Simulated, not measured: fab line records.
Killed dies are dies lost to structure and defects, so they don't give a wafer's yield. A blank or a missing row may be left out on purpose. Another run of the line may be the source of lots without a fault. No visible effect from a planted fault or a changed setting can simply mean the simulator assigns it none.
fab line records | flow n5-finfet
record: lots: 9 wafers: 26 last-day: 17
route steps=1938 shown SDB@360 DUMMY_REMOVAL@378 HKMG_FIN@386 BEOL_M4@1111 PASSIVATION@1936
lots with no fault: from the same line, run without faults
start-h: the number of hours between the record's first day and the start of the first shown wafer of the lot | wait-h: hours elapsed since this lot's preceding step | " identical to the entry in the row above | L1.1+2: a row that stands for several wafers | - either no value or no given start | * or withheld: withheld | < > ~ a bound
route shown NAME@n: a module of which the file shows steps, and the number in the route of the first | usual: mean/standard deviation of fault-free wafers | same: alike in all rows | chamber/n: place in a boat | sites: per-site readings | _std_site: the values' standard deviation | _edge_site: the outer-site mean with the inner-site mean subtracted | radius-mm: how far each site lies from the wafer's centre | mask NAME#n: copy n | behind: the tool/chamber that last shaped the wafer | hold: the reason the lot was held/the length of the hold in hours/how it ended | device: whichever transistor did not switch (one of n, p or np) | end of line: the tests these same wafers got at the end of their route | for a step that has no rows: nothing shown but its recipe | killed: the dies lost at the first sort to structure and to defects; this is not the yield of the wafer | map: the dies of a wafer, with x for killed, . for not killed, _ for no die there
set.NAME: the run value of the setting; set.NAME@STEP: its run value at that earlier step | model.NAME: the simulator's own value behind a step, which no gauge read
steps of the route over a sample of lots; a table a step, a row a wafer
services: from which hour (start-h, from the record's first day; less than 0 if before it) a tool's chamber was out of use, for how many hours, and why
== steps ==
step: N5_SDB_ETCH_17
recipe: chemistry: CF4 target: SiARC target-depth-a: 234 mask-material: CAR-ArF time-s: 39 ion-energy-ev: 80 pressure-mtorr: 40 source-w: 545 bias-w: 36 Ar_flow_sccm: 100 cf4-flow-sccm: 100 ends: cleared
usual: drypump-motor-current-A: 5.8/0.36 etch-rf-on-time-s: 39.2/0.72 oes-product-au: 0.71/0.09 rf-vpp-V: 184.5/1.1 showerhead-plenum-p-Torr: 2.17/0.056 throttle-valve-pct: 15.6/0.31
columns lot.wafer tool chamber start-h wait-h drypump-motor-current-A etch-rf-on-time-s oes-product-au rf-hours-counter-h rf-vpp-V showerhead-plenum-p-Torr throttle-valve-pct
L419.1 rie-diel-06 1 84.40 0.0 6.5 40.0 0.58 233 183.1 2.19 16.1
L419.2 " 0 " " 6.2 38.9 0.56 257 184.6 2.11 16.1
L419.3 " 2 " " 5.7 38.4 0.85 1 182.9 2.11 15.3
L426.2 rie-diel-02 3 127.99 0.0 5.5 39.5 0.81 1 184.5 2.20 15.1
L426.3 " 1 " " 5.5 39.7 0.62 188 185.1 2.22 16.0
L426.6 " 2 " " 6.2 39.0 0.77 - 185.2 2.16 15.1
L427.3 rie-diel-06 0 134.54 0.0 6.2 37.6 0.81 9 183.1 2.11 15.6
L427.5 " 0 " " 6.2 37.7 0.80 - 183.9 2.11 15.6
L427.6 " 3 " " 5.4 39.6 0.60 - 184.3 2.13 15.9
L430.1 rie-diel-01 0 154.73 0.0 6.0 38.4 0.74 40 185.4 2.26 15.4
L430.5 " 1 " " 6.0 39.5 0.60 - 184.4 2.10 15.8
L430.6 " 2 " " 5.9 39.6 0.60 - 183.8 2.19 15.7
L431.1 rie-diel-06 0 155.70 0.0 6.2 37.4 0.79 17 182.6 2.10 15.6
L431.2 " 2 " " 5.7 38.4 0.77 33 184.1 2.10 15.4
L431.6 " 2 " " 5.7 38.4 0.77 - 183.6 2.10 15.4
L433.1 rie-diel-01 1 168.41 0.0 6.1 39.9 0.59 249 183.8 2.10 15.8
L433.4 " 0 " " 6.0 38.7 0.74 44 185.5 2.26 15.5
L433.5 " 0 " " 6.0 38.9 0.73 - 185.1 2.26 15.4
L435.5 rie-diel-02 0 180.77 0.0 6.0 38.7 0.73 - 182.8 2.16 15.3
L435.6 " 3 " " 5.5 39.0 0.76 - 183.9 2.19 15.1
L436.2 rie-diel-06 2 184.32 0.0 5.7 38.9 0.74 44 185.0 2.09 15.4
L436.3 " 3 " " 5.4 40.0 0.58 207 183.6 2.13 16.0
L436.4 " 0 " " 6.2 38.1 0.77 30 183.0 2.10 15.6
L439.2 rie-diel-06 1 208.62 0.0 6.5 39.6 0.75 27 185.6 2.18 15.7
L439.4 " 0 " " 6.2 38.3 0.75 38 183.9 2.10 15.7
L439.5 " 1 " " 6.5 39.7 0.75 - 184.6 2.18 15.7
step: N5_DUMMY_REMOVAL_STRIP_10
recipe: chemistry: N2/H2 time-s: 40 power-w: 100 temp-c: 40 pressure-mtorr: 100 rf-frequency-hz: 6e+07 bias-power-w: 3 n2-flow-sccm: 300 h2-flow-sccm: 300
usual: drypump-motor-current-A: 5.6/0.41 oes-product-au: 0.79/0.091 rf-vpp-V: 45.2/0.86 showerhead-plenum-p-Torr: 3.36/0.11 throttle-valve-pct: 12.17/0.28
columns lot.wafer tool chamber start-h wait-h drypump-motor-current-A oes-product-au rf-hours-counter-h rf-vpp-V showerhead-plenum-p-Torr throttle-valve-pct
L419.1 rie-diel-03 0 88.84 0.0 5.8 0.74 142 46.4 3.53 12.52
L419.2 " 3 " " 5.9 0.68 246 45.7 3.42 12.34
L419.3 " 1 " " 4.9 0.70 234 44.6 3.49 12.66
L426.2 rie-diel-04 3 131.94 0.0 5.4 0.90 20 46.9 3.60 11.70
L426.3 " 2 " " 5.0 0.75 161 45.5 3.25 12.28
L426.6 " 0 " " 6.3 0.88 - 43.4 3.32 12.28
L427.3 rie-diel-04 3 138.56 0.0 5.4 0.90 22 45.3 3.60 11.72
L427.5 " 1 " " 5.1 0.68 - 45.9 3.31 12.28
L427.6 " 2 " " 5.0 0.76 - 44.5 3.25 12.28
L430.1 rie-diel-05 3 158.63 0.0 5.4 0.83 72 45.1 3.39 12.14
L430.5 " 3 " " 5.5 0.82 - 45.4 3.39 12.16
L430.6 " 0 " " 6.1 0.95 - 46.0 3.33 11.71
L431.1 rie-diel-04 0 159.65 0.0 6.3 0.87 40 44.7 3.31 12.31
L431.2 " 3 " " 5.4 0.86 28 45.8 3.59 11.73
L431.6 " 2 " " 5.0 0.74 - 45.0 3.24 12.30
L433.1 rie-diel-04 3 172.29 0.0 5.4 0.87 32 44.7 3.59 11.75
L433.4 " 0 " " 6.3 0.85 44 45.8 3.31 12.29
L433.5 " 2 " " 5.0 0.73 - 46.3 3.24 12.29
L435.5 rie-diel-05 0 186.25 0.0 6.1 0.92 - 46.0 3.32 11.72
L435.6 " 2 " " 5.8 0.74 - 44.1 3.38 12.42
L436.2 rie-diel-04 1 188.97 0.0 5.1 0.67 238 44.5 3.31 12.30
L436.3 " 3 " " 5.4 0.86 36 45.6 3.59 11.75
L436.4 " 0 " " 6.3 0.86 49 44.9 3.31 12.33
L439.2 rie-diel-03 1 212.66 0.0 4.9 0.93 14 45.5 3.48 12.11
L439.4 " 3 " " 5.9 0.88 33 45.2 3.40 11.82
L439.5 " 3 " " 5.9 0.88 - 45.3 3.40 11.81
step: N5_HKMG_FIN_HK_ALD_01
recipe: material: HfO2 target-thk-a: 16 temp-c: withheld ald-precursor-family: HfCl4 ald-co-reactant: H2O pulse-time-s: 3 purge-time-s: 3 co-reactant-purge-time-s: 2.5 co-reactant-pulse-time-s: 0.3 ald-cycles: 30
usual: precursor-pulse-height-rel: 1.000/0.019
columns lot.wafer tool chamber start-h wait-h precursor-pulse-height-rel
L419.1 ald-hk-03 0 89.35 0.0 1.001
L419.2 " 2 " " 0.976
L419.3 " 3 " " 0.984
L426.2 ald-hk-03 1 132.46 0.0 1.009
L426.3 " 0 " " 1.002
L426.6 " 1 " " 0.968
L427.3 ald-hk-03 3 139.08 0.0 0.975
L427.5 " 2 " " 0.998
L427.6 " 3 " " 0.985
L430.1 ald-hk-03 3 159.16 0.0 1.002
L430.5 " 2 " " 1.009
L430.6 " 1 " " 1.002
L431.1 ald-hk-01 0 160.17 0.0 1.008
L431.2 " 1 " " 0.994
L431.6 " 3 " " 0.990
L433.1 ald-hk-02 1 172.81 0.0 1.022
L433.4 " 0 " " 0.997
L433.5 " 1 " " 0.997
L435.5 ald-hk-02 2 187.00 0.1 0.995
L435.6 " 1 " " 1.000
L436.2 ald-hk-03 1 189.48 0.0 0.979
L436.3 " 3 " " 1.003
L436.4 " 0 " " 1.019
L439.2 ald-hk-03 3 213.18 0.0 1.015
L439.4 " 1 " " 1.034
L439.5 " 1 " " 0.993
step: N5_HKMG_FIN_HK_ANNEAL_02
recipe: temp-c: 700 time-s: 30 ambient: N2 idle-temp-c: 600 ramp-up-c-per-s: 150 ramp-down-c-per-s: 60 cool-to-c: 600
usual: lamp-power-pct: 8.80/0.051 lamp_zone_1_pct: 8.797/0.012 lamp_zone_5_pct: 8.798/0.011 wafer_temp_C_max: 703.0/0.6
columns lot.wafer tool chamber start-h wait-h lamp-power-pct lamp_zone_1_pct lamp_zone_5_pct wafer_temp_C_max
L419.1 rtp-anneal-01 0 89.54 0.1 8.82 8.794 8.809 702.3
L419.2 " 0 " " 8.67 8.776 8.792 702.1
L419.3 " 0 " " 8.71 8.790 8.790 702.6
L426.2 rtp-anneal-01 - 132.67 0.1 - - - -
L426.3 " - " " - - - -
L426.6 " - " " - - - -
L427.3 rtp-anneal-02 - 139.33 0.2 - - - -
L427.5 " - " " - - - -
L427.6 " - " " - - - -
L430.1 rtp-anneal-01 0 159.34 0.1 8.77 8.800 8.818 702.1
L430.5 " 0 " " 8.93 8.819 8.824 702.4
L430.6 " 0 " " 8.85 8.772 8.806 703.1
L431.1 rtp-anneal-01 0 160.52 0.3 8.81 8.797 8.778 703.6
L431.2 " 0 " " 8.80 8.802 8.802 702.8
L431.6 " 0 " " 8.87 8.799 8.781 702.7
L433.1 rtp-anneal-02 0 173.07 0.2 8.81 8.832 8.780 702.7
L433.4 " 0 " " 8.83 8.789 8.801 702.4
L433.5 " 0 " " 8.79 8.794 8.796 702.3
L435.5 rtp-anneal-02 0 187.23 0.2 8.81 8.808 8.804 702.1
L435.6 " 0 " " 8.82 8.790 8.790 704.0
L436.2 rtp-anneal-01 0 189.70 0.1 8.86 8.800 8.789 704.3
L436.3 " 0 " " 8.82 8.789 8.801 703.0
L436.4 " 0 " " 8.71 8.809 8.778 704.9
L439.2 rtp-anneal-02 0 213.46 0.2 8.83 8.790 8.809 702.8
L439.4 " 0 " " 8.81 8.782 8.799 703.5
L439.5 " 0 " " 8.84 8.779 8.795 702.7
step: N5_BEOL_M4_RC_MEAS_101
usual: DIBL_N: 36.9/1.7 DIBL_P: 37.3/2.3 IGATE_N: 0.0117/0.0018 IGATE_P: 0.0035/0.00055 IOFF_N: 0.16/0.033 IOFF_P: 0.22/0.04 ION_N: 673/12 ION_P: 463/8 RC_DENSE_N: 19.1/0.41 RC_N: 15.6/0.32 RS_SD_N: 28.5/0.37 RS_SD_P: 66.0/1.1 SS_N: 71.6/0.58 SS_P: 73.4/0.74 VT_N: 250/3.2 VT_P: -250/3.4
columns lot.wafer tool chamber start-h wait-h DIBL_N[mV/V] DIBL_P[mV/V] IGATE_N[nA/um] IGATE_P[nA/um] IOFF_N[nA/um] IOFF_P[nA/um] ION_N[uA/um] ION_P[uA/um] RC_DENSE_N[ohm.um] RC_N[ohm.um] RS_SD_N[ohm/sq] RS_SD_P[ohm/sq] SS_N[mV/dec] SS_P[mV/dec] VT_N[mV] VT_P[mV]
L419.1 prober-02 0 186.13 0.0 37.3 38.3 0.0127 0.0038 0.18 0.23 676 460 19.3 15.7 28.3 66.6 72.1 73.7 249 -249
L419.2 " 0 " " 36.1 37.8 0.0111 0.0034 0.16 0.22 668 464 18.7 15.3 27.7 66.1 71.6 72.9 252 -250
L419.3 " 0 " " 36.7 38.3 0.0107 0.0033 0.18 0.24 684 475 19.0 15.5 28.2 65.3 72.0 72.8 247 -249
L426.2 prober-02 0 225.60 0.2 37.5 38.5 0.0176 0.0054 0.19 0.29 692 485 17.6 14.2 26.2 61.7 71.6 74.1 246 -244
L426.3 " 0 " " 37.2 38.0 0.0180 0.0054 0.16 0.27 671 472 17.7 14.4 26.1 62.0 71.6 74.2 252 -247
L426.6 " 0 " " 36.7 36.7 0.0170 0.0051 0.15 0.24 675 469 16.7 13.7 26.1 62.1 71.4 73.1 252 -247
L427.3 prober-01 0 242.60 0.3 37.6 37.1 0.0170 0.0051 0.15 0.20 663 456 17.4 14.0 26.2 62.6 71.7 73.2 251 -253
L427.5 " 0 " " 36.8 37.9 0.0192 0.0057 0.15 0.23 673 468 17.1 13.7 25.9 62.4 71.3 73.7 251 -249
L427.6 " 0 " " 35.9 37.1 0.0183 0.0054 0.15 0.20 683 471 16.7 13.7 25.9 62.7 71.1 73.9 251 -249
L430.1 prober-02 0 254.92 0.0 38.1 37.7 0.0138 0.0041 0.17 0.26 676 469 19.2 15.7 27.9 66.8 71.7 73.6 250 -247
L430.5 " 0 " " 38.0 36.8 0.0123 0.0037 0.17 0.22 674 462 19.3 15.6 28.7 67.2 71.7 73.1 248 -252
L430.6 " 0 " " 36.9 36.9 0.0138 0.0041 0.17 0.24 699 477 18.5 14.9 28.1 67.8 71.6 73.4 249 -249
L431.1 prober-01 0 261.93 0.0 35.4 36.1 0.0138 0.0041 0.14 0.18 682 468 18.8 15.5 28.1 64.6 71.1 73.3 252 -256
L431.2 " 0 " " 35.7 36.8 0.0109 0.0033 0.13 0.19 650 452 18.8 15.4 28.4 63.5 71.7 73.2 255 -253
L431.6 " 0 " " 35.7 36.9 0.0103 0.0031 0.13 0.20 669 462 19.2 15.6 28.2 64.2 71.7 73.1 251 -252
L433.1 prober-01 0 273.88 0.0 37.3 38.6 0.0128 0.0039 0.19 0.23 678 463 19.0 15.6 28.0 65.9 72.3 73.4 248 -248
L433.4 " 0 " " 36.8 38.4 0.0105 0.0032 0.18 0.25 676 463 19.1 15.6 28.3 64.5 71.2 73.5 249 -247
L433.5 " 0 " " 36.2 38.2 0.0126 0.0038 0.16 0.23 669 460 18.9 15.4 28.8 65.0 71.0 73.0 252 -247
L435.5 prober-01 0 291.42 0.6 38.5 37.8 0.0154 0.0045 0.17 0.23 697 476 19.8 16.1 28.7 63.9 71.4 73.7 248 -249
L435.6 " 0 " " 38.1 37.8 0.0121 0.0035 0.17 0.23 670 462 19.1 15.5 28.7 63.9 71.7 72.7 251 -250
L436.2 prober-02 0 304.66 0.2 37.1 37.2 0.0113 0.0033 0.18 0.22 677 461 19.8 16.0 28.9 66.3 71.6 74.7 246 -251
L436.3 " 0 " " 34.8 35.2 0.0129 0.0038 0.14 0.18 677 458 19.2 15.5 29.0 68.4 70.7 72.4 252 -254
L436.4 " 0 " " 32.6 31.7 0.0153 0.0045 0.10 0.15 650 449 19.1 15.6 28.6 66.6 69.9 72.3 257 -259
L439.2 prober-02 0 311.07 0.2 36.1 35.9 0.0108 0.0032 0.13 0.19 649 447 19.2 15.6 28.6 67.0 71.3 72.5 254 -250
L439.4 " 0 " " 38.0 37.9 0.0127 0.0038 0.15 0.22 676 464 19.1 15.5 28.5 66.0 71.4 73.6 252 -249
L439.5 " 0 " " 37.1 36.7 0.0118 0.0036 0.14 0.20 662 456 19.1 15.4 28.3 67.1 70.7 73.4 252 -253
step: N5_PASSIVATION_PROBE_49
usual: defect-limited-yield: 91.2/1.3 killed_at_M0_to_M3: 34/10 killed_at_M4_up: 13/4.6 killed-at-contacts: 13/5.5 killed-at-front-end: 41/12 killed-at-other: 2.8/2.4 killed-dies: 104/16 killed-open: 67/12 killed-short: 33/7.2 sort_bin_5_function: 5.1/0.86 sort_bin_6_memory: 3.3/0.62 sort-n-pass: 1076/16 sort-yield-pct: 91.2/1.3
same: gross-dies: 1180 killed-at-back-side: 0 sort_bin_4_leakage[%]: 0 sort_bin_8_speed[%]: 0
columns lot.wafer tool chamber start-h wait-h defect-limited-yield[%] killed_at_M0_to_M3 killed_at_M4_up killed-at-contacts killed-at-front-end killed-at-other killed-dies killed-open killed-short sort_bin_5_function[%] sort_bin_6_memory[%] sort-n-pass sort-yield-pct[%]
L430.1 prober-02 - 358.99 0.0 90.9 38 13 11 45 0 107 65 38 5.1 3.4 1073 90.9
L430.5 prober-02 - 359.19 0.2 90.8 30 18 5 55 0 108 74 32 5.9 2.9 1072 90.8
L430.6 prober-02 - 359.24 0.3 90.7 24 14 16 55 1 110 69 31 5.6 2.6 1070 90.7
L427.3 prober-01 - 360.57 1.0 91.9 42 9 20 24 0 95 66 28 4.8 3.1 1085 91.9
L427.5 prober-01 - 360.67 1.1 89.2 48 17 15 47 0 127 83 33 6.5 3.1 1053 89.2
L427.6 prober-01 - 360.72 1.2 93.7 31 8 13 21 1 74 52 21 4.0 2.0 1106 93.7
killed by level:class
L430.1 STI_FIN_REVEAL:geometric-particle:open=9 BEOL_M1:geometric-particle:open=8 BEOL_M0_SAQP:geometric-particle:open=7 FIN_SAQP:geometric-particle:open=6 MOL_CONTACT_COAG:geometric-particle:short=6 BEOL_M2:geometric-particle:open=6 DUMMY_GATE:geometric-particle:open=5 GATE_CUT:geometric-particle:short=5
L430.5 STI_FIN_REVEAL:geometric-particle:open=13 BEOL_M0_SAQP:geometric-particle:short=10 GATE_CUT:geometric-particle:short=10 BEOL_M0_SAQP:geometric-particle:open=9 GATE_CUT:geometric-particle:open=8 BEOL_M4:geometric-particle:open=7 MOL_CONTACT_COAG:geometric-particle:open=5 DUMMY_GATE:geometric-particle:open=5
L430.6 MOL_CONTACT_COAG:geometric-particle:open=12 GATE_CUT:geometric-particle:short=11 BEOL_M4:geometric-particle:open=10 STI_FIN_REVEAL:geometric-particle:open=9 FIN_SAQP:geometric-particle:open=8 HKMG_FIN:area-etch=8 BEOL_M3:geometric-particle:open=7 FIN_SAQP:geometric-particle:short=5
L427.3 MOL_CONTACT_COAG:geometric-particle:open=16 FIN_SAQP:geometric-particle:open=8 BEOL_M0_SAQP:geometric-particle:open=8 BEOL_M1:geometric-particle:open=8 BEOL_M0_SAQP:geometric-particle:short=7 STARTING-WAFER:geometric-particle:open=5 MOL_CONTACT_COAG:geometric-particle:short=4 BEOL_M1:geometric-particle:short=4
L427.5 BEOL_M2:geometric-particle:open=12 FIN_SAQP:geometric-particle:open=10 STI_FIN_REVEAL:geometric-particle:open=10 MOL_CONTACT_COAG:geometric-particle:open=10 HKMG_FIN:area-etch=10 BEOL_M3:geometric-particle:open=9 BEOL_M4:geometric-particle:open=6 BEOL_M1:geometric-particle:open=6
L427.6 MOL_CONTACT_COAG:geometric-particle:open=12 BEOL_M2:geometric-particle:open=10 STI_FIN_REVEAL:geometric-particle:open=7 BEOL_M3:geometric-particle:open=5 BEOL_M0_SAQP:geometric-particle:short=4 BEOL_M0_SAQP:geometric-particle:open=3 BEOL_M3:geometric-particle:short=3 BEOL_M4:geometric-particle:open=3
== services ==
columns tool chamber start-h hours kind
rie-diel-06 2 67.29 - clean
rie-diel-06 2 67.29 - consumable-replace:focus-ring
rie-diel-06 2 67.29 14.4 scheduled-down
rie-diel-06 2 67.29 14.4 vent-cycle
ald-hk-01 - 73.11 2.8 pm
rie-diel-03 3 74.51 6.5 repair
ald-hk-03 - 74.58 8.7 pm
rie-diel-03 0 83.65 4.6 repair
rie-diel-01 - 86.10 14.6 pm
rie-diel-06 0 89.21 9.2 repair
rie-diel-06 0 98.67 - clean
rie-diel-06 0 98.67 - consumable-replace:focus-ring
rie-diel-06 0 98.67 14.5 scheduled-down
rie-diel-06 0 98.67 14.5 vent-cycle
rie-diel-06 1 113.60 - clean
rie-diel-06 1 113.60 - consumable-replace:focus-ring
rie-diel-06 1 113.60 19.9 scheduled-down
rie-diel-06 1 113.60 19.9 vent-cycle
ald-hk-02 - 131.30 8.7 pm
ald-hk-01 - 137.03 6.0 pm
rie-diel-03 2 161.67 4.7 repair
rie-diel-02 2 171.75 5.4 repair
rie-diel-01 - 189.34 0.3 repair
rie-diel-04 - 199.56 1.0 repair
== key ==
first-sign: step: N5_HKMG_FIN_HK_ANNEAL_02 reading: tool-record direction: missing
effect: step: N5_BEOL_M4_RC_MEAS_101 reading: RS_SD_N direction: down sigmas: 6.5 usual: 28.5 struck: 26.1
effect: step: N5_BEOL_M4_RC_MEAS_101 reading: RC_N direction: down sigmas: 5.1 usual: 15.6 struck: 14.0
effect: step: N5_BEOL_M4_RC_MEAS_101 reading: RC_DENSE_N direction: down sigmas: 4.7 usual: 19.1 struck: 17.2
effect: step: N5_BEOL_M4_RC_MEAS_101 reading: IGATE_P direction: up sigmas: 3.4 usual: 0.0035 struck: 0.0053
effect: step: N5_BEOL_M4_RC_MEAS_101 reading: IGATE_N direction: up sigmas: 3.4 usual: 0.0117 struck: 0.0178
effect: step: N5_BEOL_M4_RC_MEAS_101 reading: RS_SD_P direction: down sigmas: 3.4 usual: 66.0 struck: 62.3
met-at N5_HKMG_FIN_HK_ANNEAL_02
struck-lots L426,L427
baseline-loss: step: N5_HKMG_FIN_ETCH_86 wafers: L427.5
not-acting-at N5_SDB_ETCH_17,N5_DUMMY_REMOVAL_STRIP_10,N5_HKMG_FIN_HK_ALD_01
onset-between 89.54 132.67
fault: kind: skipped-step-whole tool: rtp-anneal-01,rtp-anneal-02 chamber: - onset-h: 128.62 steps: N5_HKMG_FIN_HK_ANNEAL_02 scope: struck-lots-only
baseline-loss: these wafers lose ten dies or more at that step, a loss of the line's own and not of a fault; the sort's usual values leave them out
